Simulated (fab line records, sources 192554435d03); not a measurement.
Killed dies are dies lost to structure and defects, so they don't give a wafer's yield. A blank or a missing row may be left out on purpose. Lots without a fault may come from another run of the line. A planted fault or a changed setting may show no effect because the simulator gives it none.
Split-lot experiment | flow n5_finfet | 7 lots, 21 wafers read, on a route of 1938 steps

THE SPLIT
At N5_DUMMY_GATE_CVD_03 (deposits a-Si from SiH4, target thk 150 nm, time 8042 s), the setting temp_c was moved away from the recipe's 530 C on 6 of the 21 wafers read, by -4.4% to -1.7%. The other wafers ran this setting at the recipe's value.

The reading is taken at the split's own step.

THE READING
a-Si_of_DUMMY_GATE_CVD_03.thk_nm (the simulator's own value, which no gauge read), in nm, at N5_DUMMY_GATE_CVD_03 (deposits a-Si from SiH4, target thk 150 nm, time 8042 s). The file gives no usual value for it. The 15 wafers here that ran the recipe average 150.9 nm, standard deviation 1.4 nm.

wafer  | tool, chamber at the split | temp_c as run, C | against the recipe | a-Si_of_DUMMY_GATE_CVD_03.thk_nm, nm | against lot-mates on the recipe
L075.3 | -, -                       | 521.2            | -1.7%              | 115.6                                | no lot-mate on the recipe
L075.4 | -, -                       | 521.2            | -1.7%              | 116.2                                | no lot-mate on the recipe
L075.5 | -, -                       | 521.2            | -1.7%              | 116.6                                | no lot-mate on the recipe
L077.2 | -, -                       | 506.7            | -4.4%              | 76.2                                 | no lot-mate on the recipe
L077.3 | -, -                       | 506.7            | -4.4%              | 74.4                                 | no lot-mate on the recipe
L077.5 | -, -                       | 506.7            | -4.4%              | 75                                   | no lot-mate on the recipe
L081.1 | -, -                       | 530              | recipe             | 152.4                                | -
L081.2 | -, -                       | 530              | recipe             | 153.2                                | -
L081.3 | -, -                       | 530              | recipe             | 153                                  | -
L082.1 | -, -                       | 530              | recipe             | 151                                  | -
L082.4 | -, -                       | 530              | recipe             | 149.8                                | -
L082.5 | -, -                       | 530              | recipe             | 149.4                                | -
L084.4 | -, -                       | 530              | recipe             | 150.4                                | -
L084.5 | -, -                       | 530              | recipe             | 149.6                                | -
L084.6 | -, -                       | 530              | recipe             | 150.2                                | -
L090.1 | lpcvd-01, 1/15             | 530              | recipe             | 151.8                                | -
L090.3 | lpcvd-01, 1/25             | 530              | recipe             | 152.4                                | -
L090.4 | lpcvd-01, 1/29             | 530              | recipe             | 151.6                                | -
L093.2 | -, -                       | 530              | recipe             | 149.6                                | -
L093.4 | -, -                       | 530              | recipe             | 149.4                                | -
L093.5 | -, -                       | 530              | recipe             | 149.4                                | -

THE FIT
A straight line over all 21 wafers: a-Si_of_DUMMY_GATE_CVD_03.thk_nm changes by +17.5 nm for each +1% of temp_c; r = +1.00; the points scatter about the line by 2.5 nm.
Too few moved wafers have a lot-mate on the recipe to fit a line with each lot's own level taken away.

THE FILE'S OWN FIT
a-Si_of_DUMMY_GATE_CVD_03.thk_nm changes by +17.5 nm for each +1% of temp_c, r = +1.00.
